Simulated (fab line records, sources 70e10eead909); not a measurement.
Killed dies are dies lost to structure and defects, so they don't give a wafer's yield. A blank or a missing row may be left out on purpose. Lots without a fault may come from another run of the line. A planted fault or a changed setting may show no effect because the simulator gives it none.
Tool commonality check | flow nand_harc | 3 lots, 9 wafers sampled

WHY IT WAS OPENED
At NHARC_END_SORT_01 the reading killed_at_array is flagged on 3 of 3 lots. Wafers without a fault read 57, standard deviation 19.
Rule: a lot is flagged when every wafer of it that has a number lies more than 4 standard deviations from that mean, or none has a number. The other lots count as sound.

lot  | measured     | on        | killed_at_array, wafer by wafer | flag
L600 | day 29 15:41 | prober-01 | 674 671 671                     | FLAGGED
L602 | day 30 14:55 | prober-02 | 674 675 673                     | FLAGGED
L601 | day 30 18:28 | prober-01 | 669 673 671                     | FLAGGED
The numbers of the flagged lots are 672 on average: +615 against the usual, or +32 standard deviations.

WHICH TOOL RAN EACH LOT
The record holds 4 process steps before the reading, out of a route of 1302 steps. In each cell: the tool, then ch and the chambers that the sampled wafers went through, then the start.
lot  | flag    | NHARC_A_CHANNEL_HOLE_D2_ETCH_23  | NHARC_A_CHANNEL_FILL_D2_ALD_02   | NHARC_A_CHANNEL_FILL_D2_ETCHBACK_20 | NHARC_A_CHANNEL_FILL_D2_ETCHBACK_08
L600 | FLAGGED | har_etch-02 ch 0,1, day 18 23:24 | ald_hk-03 ch 0,2,3, day 19 05:52 | rie_diel-02 ch 0,1, day 20 05:29    | rie_diel-06 ch 1,2,3, day 20 23:03
L602 | FLAGGED | har_etch-01 ch 0,1, day 19 11:39 | ald_hk-03 ch 1,3, day 19 16:06   | rie_diel-06 ch 0,1,2, day 20 15:59  | rie_diel-13 ch 0,2, day 21 09:25
L601 | FLAGGED | har_etch-02 ch 0,1, day 19 11:26 | ald_hk-04 ch 0,1,3, day 19 15:47 | rie_diel-02 ch 0,2, day 20 15:59    | rie_diel-02 ch 0,3, day 21 09:23
What these steps do:
- NHARC_A_CHANNEL_HOLE_D2_ETCH_23: etches the open film in C4F8/O2/Ar, time 819 s, target depth 1600 nm.
- NHARC_A_CHANNEL_FILL_D2_ALD_02: deposits SiO2, target thk 6 nm, pulse time 10 s, ald cycles 60.
- NHARC_A_CHANNEL_FILL_D2_ETCHBACK_20: etches the open film in C4F8/O2/Ar, target depth 27 nm, time 13.5 s.
- NHARC_A_CHANNEL_FILL_D2_ETCHBACK_08: etches the open film in C4F8, target depth 220 nm, time 110 s.
- NHARC_END_SORT_01

FLAGGED OVER TOTAL, TOOL BY TOOL (the gauges that took the reading come last)
step                                | tool        | lots run | flagged | share of the flagged lots | sound lots run after its first flagged lot
NHARC_A_CHANNEL_HOLE_D2_ETCH_23     | har_etch-01 | 1        | 1       | some                      | 0
NHARC_A_CHANNEL_HOLE_D2_ETCH_23     | har_etch-02 | 2        | 2       | some                      | 0
NHARC_A_CHANNEL_FILL_D2_ALD_02      | ald_hk-03   | 2        | 2       | some                      | 0
NHARC_A_CHANNEL_FILL_D2_ALD_02      | ald_hk-04   | 1        | 1       | some                      | 0
NHARC_A_CHANNEL_FILL_D2_ETCHBACK_20 | rie_diel-02 | 2        | 2       | some                      | 0
NHARC_A_CHANNEL_FILL_D2_ETCHBACK_20 | rie_diel-06 | 1        | 1       | some                      | 0
NHARC_A_CHANNEL_FILL_D2_ETCHBACK_08 | rie_diel-02 | 1        | 1       | some                      | 0
NHARC_A_CHANNEL_FILL_D2_ETCHBACK_08 | rie_diel-06 | 1        | 1       | some                      | 0
NHARC_A_CHANNEL_FILL_D2_ETCHBACK_08 | rie_diel-13 | 1        | 1       | some                      | 0
NHARC_END_SORT_01                   | prober-01   | 2        | 2       | some                      | 0
NHARC_END_SORT_01                   | prober-02   | 1        | 1       | some                      | 0

WHAT THE TABLE ALLOWS
No row of the table ran every flagged lot.

WHAT THE SIMULATOR HAD PUT IN
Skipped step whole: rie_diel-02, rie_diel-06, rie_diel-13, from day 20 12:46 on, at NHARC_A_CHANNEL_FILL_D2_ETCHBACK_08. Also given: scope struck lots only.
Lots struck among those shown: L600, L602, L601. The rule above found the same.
